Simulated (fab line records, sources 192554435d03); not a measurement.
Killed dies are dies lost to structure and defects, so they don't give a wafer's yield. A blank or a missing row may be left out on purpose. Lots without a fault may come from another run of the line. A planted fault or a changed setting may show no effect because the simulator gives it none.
fab line records | flow n5_finfet
record lots=10 wafers=29 last_day=18
route steps=1938 shown BEOL_M10@1493
lots that met no fault: from a run of the same line without faults
start_h: hours from the record's first day to the start of the lot's first wafer shown | wait_h: hours since the lot's step before | " the same as in the row above | L1.1+2: a row that stands for several wafers | - no value, or no start given | * or withheld: withheld | < > ~ a bound
route shown NAME@n: a module of which the file shows steps, and the number in the route of the first | usual: mean/standard deviation of fault-free wafers | same: alike in all rows | chamber/n: place in a boat | sites: the reading at each site | _std_site: their standard deviation | _edge_site: outer sites' mean less inner sites' | radius_mm: how far each site lies from the wafer's centre | mask NAME#n: copy n | behind: the tool/chamber that last shaped the wafer | hold: why the lot was held/for how many hours/how that ended | device: the transistor (n, p or np) that didn't switch | end of line: the same wafers' tests at the end of the route | a step without rows: its recipe alone | killed: dies lost to structure and defects at the first sort, not the wafer's yield | map: a wafer's dies, x killed, . not, _ none there
set.NAME: the setting as run; set.NAME@STEP: as run at that earlier step | model.NAME: the simulator's own value behind a step, which no gauge read
steps of the route over a sample of lots; a table a step, a row a wafer
services: from which hour (start_h, from the record's first day; less than 0 if before it) a tool's chamber was out of use, for how many hours, and why
## steps
# step N5_BEOL_M10_CD_MEAS_18
# recipe pitch_nm=140 target_cd_nm=70
# usual cd_nm=70.3/0.76
# columns lot.wafer tool chamber start_h wait_h cd_nm
L648.1 cd_sem-01 - 228.54 0.0 70.9
L648.4 " - " " 69.4
L648.6 " - " " 70.2
L649.2 cd_sem-03 - 235.08 0.1 70.1
L649.3 " - " " 70.7
L649.6 " - " " 70.1
L652.2 cd_sem-02 - 259.73 0.1 69.9
L652.3 " - " " 69.9
L652.5 " - " " 69.6
L651.2 cd_sem-03 - 272.68 0.1 70.5
L651.6 " - " " 69.6
L656.2 cd_sem-02 - 272.98 0.1 69.1
L656.3 " - " " 69.9
L656.4 " - " " 69.5
L657.1 cd_sem-02 - 276.70 0.0 69.8
L657.5 " - " " 69.6
L657.6 " - " " 69.1
L658.3 cd_sem-01 - 282.37 0.1 70.3
L658.4 " - " " 70.3
L658.6 " - " " 69.5
L663.1 cd_sem-02 - 322.01 0.0 70.7
L663.4 " - " " 69.9
L663.6 " - " " 69.1
L670.4 cd_sem-03 - 368.94 0.1 70.6
L670.5 " - " " 71.7
L670.6 " - " " 70.7
L671.2 cd_sem-03 - 369.49 0.1 70.2
L671.3 " - " " 69.1
L671.6 " - " " 68.8
# step N5_BEOL_M10_PEB_26
# recipe peb_temp_c=withheld peb_time_s=60 resist=CAR-ArF
# columns lot.wafer tool chamber start_h wait_h
L648.1+4+6 litho_track-05 0 228.88 0.1
L649.2+3+6 litho_track-04 0 237.40 0.1
L652.2+3+5 litho_track-04 0 260.27 0.1
L651.2+6 litho_track-01 0 272.89 0.1
L656.2+3+4 litho_track-05 0 273.36 0.1
L657.1+5+6 litho_track-04 0 277.04 0.1
L658.3+4+6 litho_track-01 0 284.97 0.0
L663.1+4+6 litho_track-01 0 325.14 0.1
L671.2+3+6 litho_track-05 0 371.04 0.1
L670.4+5+6 litho_track-04 0 371.31 0.0
# step N5_BEOL_M10_CD_MEAS_28
# recipe target_cd_nm=70 landing_energy_ev=500 detector=se_inlens polarity=opening
# usual cd_nm=69.5/1.2
# columns lot.wafer tool chamber start_h wait_h cd_nm
L648.1 cd_sem-02 0 228.95 - 69.2
L648.4 " 0 " " 70.0
L648.6 " 0 " " 71.1
L649.2 cd_sem-01 0 237.46 - 67.8
L649.3 " 0 " " 67.6
L649.6 " 0 " " 67.9
L652.2 cd_sem-01 0 260.34 - 67.0
L652.3 " 0 " " 68.8
L652.5 " 0 " " 68.4
L651.2 cd_sem-01 0 272.96 - 70.0
L651.6 " 0 " " 71.8
L656.2 cd_sem-03 0 273.43 - 68.8
L656.3 " 0 " " 69.3
L656.4 " 0 " " 69.4
L657.1 cd_sem-02 0 277.11 - 69.1
L657.5 " 0 " " 68.9
L657.6 " 0 " " 68.4
L658.3 cd_sem-01 0 285.04 - 72.7
L658.4 " 0 " " 71.9
L658.6 " 0 " " 70.6
L663.1 cd_sem-03 0 325.21 - 73.2
L663.4 " 0 " " 74.0
L663.6 " 0 " " 73.3
L671.2 cd_sem-01 0 371.11 - 69.6
L671.3 " 0 " " 70.4
L671.6 " 0 " " 70.8
L670.4 cd_sem-03 0 371.38 - 67.4
L670.5 " 0 " " 66.4
L670.6 " 0 " " 68.1
# step N5_BEOL_M10_ETCH_65
# recipe chemistry=CF4 target=SiARC target_depth_a=390 mask_material=CAR-ArF time_s=65 ion_energy_ev=80 pressure_mtorr=40 source_w=545 bias_w=36 Ar_flow_sccm=100 cf4_flow_sccm=100 ends=cleared
# usual drypump_motor_current_A=6.0/0.41 etch_rf_on_time_s=65.6/2.2 oes_product_au=0.71/0.075 rf_vpp_V=184.2/1.3 showerhead_plenum_p_Torr=2.16/0.079 throttle_valve_pct=15.49/0.18
# columns lot.wafer tool chamber start_h wait_h drypump_motor_current_A etch_rf_on_time_s oes_product_au rf_hours_counter_h rf_vpp_V showerhead_plenum_p_Torr throttle_valve_pct
L648.1 rie_diel-04 1 229.31 0.0 5.8 64.6 0.77 13 183.7 2.17 15.29
L648.4 " 3 " " 5.8 60.7 0.84 7 184.3 2.29 15.06
L648.6 " 0 " " 5.9 66.7 0.71 - 185.4 2.23 15.58
L649.2 rie_diel-04 1 237.59 0.0 5.8 64.1 0.78 15 184.3 2.17 15.29
L649.3 " 3 " " 5.8 60.7 0.84 9 184.9 2.29 15.06
L649.6 " 1 " " 5.8 64.6 0.77 - 183.9 2.17 15.30
L652.2 rie_diel-04 3 260.49 0.0 5.8 61.4 0.81 17 185.0 2.29 15.08
L652.3 " 2 " " 5.9 64.0 0.69 107 183.8 2.24 15.63
L652.5 " 2 " " 5.9 64.3 0.68 - 186.0 2.24 15.62
L651.2 rie_diel-04 3 273.12 0.0 5.8 60.5 0.81 21 185.5 2.29 15.08
L651.6 " 0 " " 5.9 66.4 0.71 - 183.3 2.22 15.61
L656.2 rie_diel-04 1 273.58 0.0 5.8 65.5 0.75 28 185.2 2.17 15.33
L656.3 " 2 " " 6.0 64.6 0.68 111 184.4 2.24 15.61
L656.4 " 3 " " 5.8 61.0 0.81 22 186.7 2.29 15.10
L657.1 rie_diel-04 0 277.23 0.0 5.9 67.8 0.70 74 187.0 2.22 15.63
L657.5 " 3 " " 5.9 60.6 0.81 - 185.8 2.29 15.10
L657.6 " 2 " " 6.0 64.8 0.67 - 185.6 2.24 15.63
L658.3 rie_diel-04 2 285.16 0.0 5.9 63.9 0.68 116 184.5 2.24 15.64
L658.4 " 0 " " 5.9 67.3 0.70 76 183.1 2.22 15.60
L658.6 " 0 " " 5.9 66.4 0.71 - 184.9 2.22 15.62
L663.1 rie_diel-02 3 325.33 0.0 6.8 66.6 0.74 25 182.5 2.09 15.60
L663.4 " 1 " " 6.3 67.1 0.66 111 184.0 2.16 15.64
L663.6 " 3 " " 6.8 66.6 0.74 - 184.9 2.09 15.60
L671.2 rie_diel-02 3 371.23 0.0 6.8 68.3 0.72 42 185.7 2.08 15.63
L671.3 " 2 " " 5.8 65.8 0.75 50 183.3 2.11 15.46
L671.6 " 3 " " 6.8 67.7 0.73 - 184.1 2.08 15.64
L670.4 rie_diel-06 2 371.74 0.0 4.9 62.5 0.79 27 185.6 2.10 15.28
L670.5 " 1 " " 5.7 68.2 0.62 - 183.5 2.05 15.57
L670.6 " 2 " " 4.9 63.1 0.78 - 183.4 2.10 15.26
# step N5_BEOL_M10_ETCH_41
# recipe chemistry=CH3F/O2 target=SiCN target_depth_a=426 taper_deg=2 time_s=86 ion_energy_ev=120 mask_material=TiN pressure_mtorr=30 source_w=395 bias_w=75 Ar_flow_sccm=150 CH3F_flow_sccm=30 O2_flow_sccm=20
# usual drypump_motor_current_A=6.0/0.41 oes_product_au=0.83/0.089 rf_vpp_V=297.6/1.7 showerhead_plenum_p_Torr=2.01/0.075 throttle_valve_pct=16.20/0.19
# columns lot.wafer tool chamber start_h wait_h drypump_motor_current_A oes_product_au rf_hours_counter_h rf_vpp_V showerhead_plenum_p_Torr throttle_valve_pct
L648.1 rie_diel-04 1 - - 5.8 0.93 14 298.0 2.05 16.12
L648.4 " 3 " " 5.8 0.97 7 301.0 2.14 15.71
L648.6 " 0 " " 5.9 0.85 - 298.8 2.08 16.28
L649.2 rie_diel-04 1 - - 5.8 0.92 15 297.4 2.05 16.13
L649.3 " 3 " " 5.8 0.96 9 300.0 2.14 15.70
L649.6 " 1 " " 5.8 0.91 - 299.0 2.05 16.15
L652.2 rie_diel-04 3 - - 5.8 0.95 17 299.6 2.13 15.74
L652.3 " 2 " " 6.0 0.80 107 298.2 2.08 16.23
L652.5 " 2 " " 6.0 0.79 - 298.8 2.08 16.24
L651.2 rie_diel-04 3 - - 5.8 0.92 22 300.3 2.13 15.73
L651.6 " 0 " " 5.9 0.83 - 299.7 2.08 16.32
L656.2 rie_diel-04 1 - - 5.8 0.89 28 296.8 2.05 16.17
L656.3 " 2 " " 5.9 0.80 111 299.2 2.08 16.27
L656.4 " 3 " " 5.8 0.92 22 300.4 2.13 15.72
L657.1 rie_diel-04 0 - - 5.9 0.82 74 298.6 2.08 16.31
L657.5 " 3 " " 5.8 0.93 - 301.0 2.13 15.74
L657.6 " 2 " " 6.0 0.79 - 299.5 2.08 16.26
L658.3 rie_diel-04 2 - - 5.9 0.79 116 299.1 2.08 16.27
L658.4 " 0 " " 5.9 0.82 77 299.9 2.08 16.32
L658.6 " 0 " " 5.9 0.82 - 300.1 2.08 16.32
L663.1 rie_diel-02 3 - - 6.8 0.88 25 296.5 1.96 16.38
L663.4 " 1 " " 6.3 0.77 111 296.8 2.03 16.42
L663.6 " 3 " " 6.8 0.88 - 296.2 1.96 16.39
L671.2 rie_diel-02 3 - - 6.8 0.85 42 295.0 1.95 16.41
L671.3 " 2 " " 5.8 0.89 51 297.9 1.97 16.19
L671.6 " 3 " " 6.8 0.86 - 295.1 1.95 16.42
L670.4 rie_diel-06 2 - - 4.9 0.91 27 296.0 1.96 16.00
L670.5 " 1 " " 5.8 0.73 - 294.3 1.92 16.27
L670.6 " 2 " " 4.9 0.92 - 296.1 1.96 16.00
## services
# columns tool chamber start_h hours kind
rie_diel-02 2 211.37 - clean
rie_diel-02 2 211.37 - consumable_replace:focus_ring
rie_diel-02 2 211.37 23.8 scheduled_down
rie_diel-02 2 211.37 23.8 vent_cycle
rie_diel-02 3 235.38 - clean
rie_diel-02 3 235.38 - consumable_replace:focus_ring
rie_diel-02 3 235.38 20.2 scheduled_down
rie_diel-02 3 235.38 20.2 vent_cycle
litho_track-04 - 256.17 - consumable_replace:filter
rie_diel-06 2 274.97 - clean
rie_diel-06 2 274.97 - consumable_replace:focus_ring
rie_diel-06 2 274.97 20.6 scheduled_down
rie_diel-06 2 274.97 20.6 vent_cycle
rie_diel-06 - 279.75 0.6 repair
litho_track-01 - 297.48 - consumable_replace:filter
litho_track-05 - 315.33 - consumable_replace:filter
litho_track-01 - 319.14 - consumable_replace:filter
rie_diel-04 2 365.46 5.0 repair
rie_diel-02 0 366.23 - clean
rie_diel-02 0 366.23 - consumable_replace:focus_ring
rie_diel-02 0 366.23 18.5 scheduled_down
rie_diel-02 0 366.23 18.5 vent_cycle
## key
first_sign step=N5_BEOL_M10_CD_MEAS_28 reading=cd_nm direction=up sigmas=3.2 usual=69.5 struck=73.5
effect none on later readings
met_at N5_BEOL_M10_PEB_26
struck_lots L663
struck_wafers L663.1,L663.4,L663.6
not_acting_at N5_BEOL_M10_CD_MEAS_18,N5_BEOL_M10_ETCH_65,N5_BEOL_M10_ETCH_41
onset_between 284.97 325.14
fault kind=process_parameter_drift tool=litho_track-01 chamber=- onset_h=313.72 steps=N5_BEOL_M10_PEB_26 channel=peb_time_s offset=* shape=step end_h=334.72 scope=struck_wafers_only acts_in=* stated=*
